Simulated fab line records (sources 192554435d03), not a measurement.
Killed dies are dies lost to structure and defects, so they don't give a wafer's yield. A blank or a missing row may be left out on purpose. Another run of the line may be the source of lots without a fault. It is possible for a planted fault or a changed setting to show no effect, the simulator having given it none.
Comparing a struck lot with a sound one    flow n5Finfet    16 steps out of a route of 1938
Sound: these wafers, L114.1, L114.3, L114.4. Wafers struck: L120.1, L120.4, L120.6. At the end, the cause is stated.
Each step with rows lists, per side, the tool, then ch with its chambers, then its first start. Under that, the readings that differ: sound wafers    struck wafers    difference of the means    sigmas: that difference in standard deviations of wafers without a fault.
alike: words and numbers the same on both sides, and readings whose means are apart by under 2 such deviations; not compared: readings that were withheld, readings missing a value for some wafer, numbers with overlapping values and no deviation given by the record, and bounds like >300 which may hide the same value.
The two part at a step that has a row with sigmas, a row that says differs or no value, or rows on one side only. Numbers that don't overlap but have no deviation are shown without sigmas and don't part them. A reading missing from all wafers of one side parts the sides only when that side holds two or more wafers.

first, 6 steps without rows for these wafers: N5_BEOL_M2_COAT_22 (resist thk 30 nm); N5_BEOL_M2_EBR_24; N5_BEOL_M2_SOFTBAKE_23 (time 60 s); N5_BEOL_M2_EXPOSE_25 (exposes mask V1, defocus 5 nm); N5_BEOL_M2_PEB_26 (peb time 60 s); N5_BEOL_M2_DEVELOP_27 (develop time 30 s).
N5_BEOL_M2_CD_MEAS_28: target cd 26.2 nm, target cd y 24.1 nm.
  sound on cdSem-03 ch 0, day 7 14:20; struck on cdSem-01 ch 0, day 9 10:23
  alike: cdNm
N5_BEOL_M2_OVL_MEAS_29:
  sound on overlay-02 ch 0, day 7 14:22; struck on overlay-02 ch 0, day 9 10:25
  alike: V1_OVL
N5_BEOL_M2_INSPECT_30: inspects for defects (brightfield).
  sound: defectInspect-02 at day 7 14:25; struck: defectInspect-02 at day 9 10:29
  alike: rawDefectCount
N5_BEOL_M2_DESCUM_33: chemistry O2, time 7 s.
  sound on rieDiel-02 ch 1,2, day 7 14:28; struck on rieDiel-06 ch 0,1, day 9 10:31
  alike: drypumpMotorCurrentA, oesProductAu, rfFwdPowerW, rfVppV, showerheadPlenumPTorr, throttleValvePct
  not compared: rfHoursCounterH
N5_BEOL_M2_ETCH_77: etches underlayer in N2/H2, target depth 6.5 nm, time 5.2 s.
  sound on rieDiel-02 ch 1,2, day 7 14:29; struck on rieDiel-06 ch 0,1, day 9 10:33
  alike: drypumpMotorCurrentA, etchRfOnTimeS, oesProductAu, rfFwdPowerW, rfVppV, showerheadPlenumPTorr, throttleValvePct
  not compared: rfHoursCounterH
N5_BEOL_M2_ETCH_69: etches SiARC in CF4, target depth 15.6 nm, time 26 s.
  sound on rieDiel-02 ch 1,2, day 7 14:31; struck on rieDiel-06 ch 0,1, day 9 10:34
  alike: drypumpMotorCurrentA, etchRfOnTimeS, oesProductAu, rfFwdPowerW, rfVppV, showerheadPlenumPTorr, throttleValvePct
  not compared: rfHoursCounterH
N5_BEOL_M2_ALD_98: deposits SiO2, target thk 2.5 nm, pulse time 1 s, co reactant pulse time 1 s.
  sound on aldSin-02 ch 0,2,3, day 7 14:35; struck on aldSin-03 ch 1,3, day 9 10:46
reading             sound                struck             difference  sigmas
susceptorTempC (C)  99.88 100.05 100.14  97.03 96.76 97.05  -3.08       -24
  alike: heaterPowerW, precursorPulseHeightRel
N5_BEOL_M2_ETCHBACK_99: etches SiO2 in CHF3, target depth 5 nm, time 10.4 s.
  sound on rieDiel-01 ch 0,1,3, day 8 00:17; struck on rieDiel-06 ch 2,3, day 9 10:53
  alike: drypumpMotorCurrentA, oesProductAu, rfFwdPowerW, rfVppV, showerheadPlenumPTorr, throttleValvePct
  not compared: rfHoursCounterH
N5_BEOL_M4_RC_MEAS_101:
  sound on prober-01 ch 0, day 9 08:23; struck on prober-01 ch 0, day 10 21:54
  alike: DIBL_N, DIBL_P, IOFF_N, IOFF_P, ION_N, ION_P, SS_N, SS_P, VT_N, VT_P
-- here the record skips 4 days between the struck wafers' starts before and after, leaving off in module BEOL_M4 and picking up in module PASSIVATION (first step shown: number 1936 of the route) --
N5_PASSIVATION_PROBE_49:
  sound: prober-01 at day 13 23:40; struck: prober-01 at day 15 06:17
reading           sound    struck    difference  sigmas
killedAtContacts  11 3 10  18 25 19  +13         +2
  alike: defectLimitedYield, killed_at_M0_to_M3, killed_at_M4_up, killedAtFrontEnd, killedAtOther, killedDies, killedOnRim, killedOpen, killedShort, sort_bin_5_function, sort_bin_6_memory, sortNPass, sortYieldPct

== WHERE THEY PART ==
At N5_BEOL_M2_ALD_98 first; at N5_PASSIVATION_PROBE_49 last (within this record only).

WHY: what the simulator had put in
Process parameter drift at N5_BEOL_M2_ALD_98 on aldSin-03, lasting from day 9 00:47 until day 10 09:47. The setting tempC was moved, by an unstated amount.
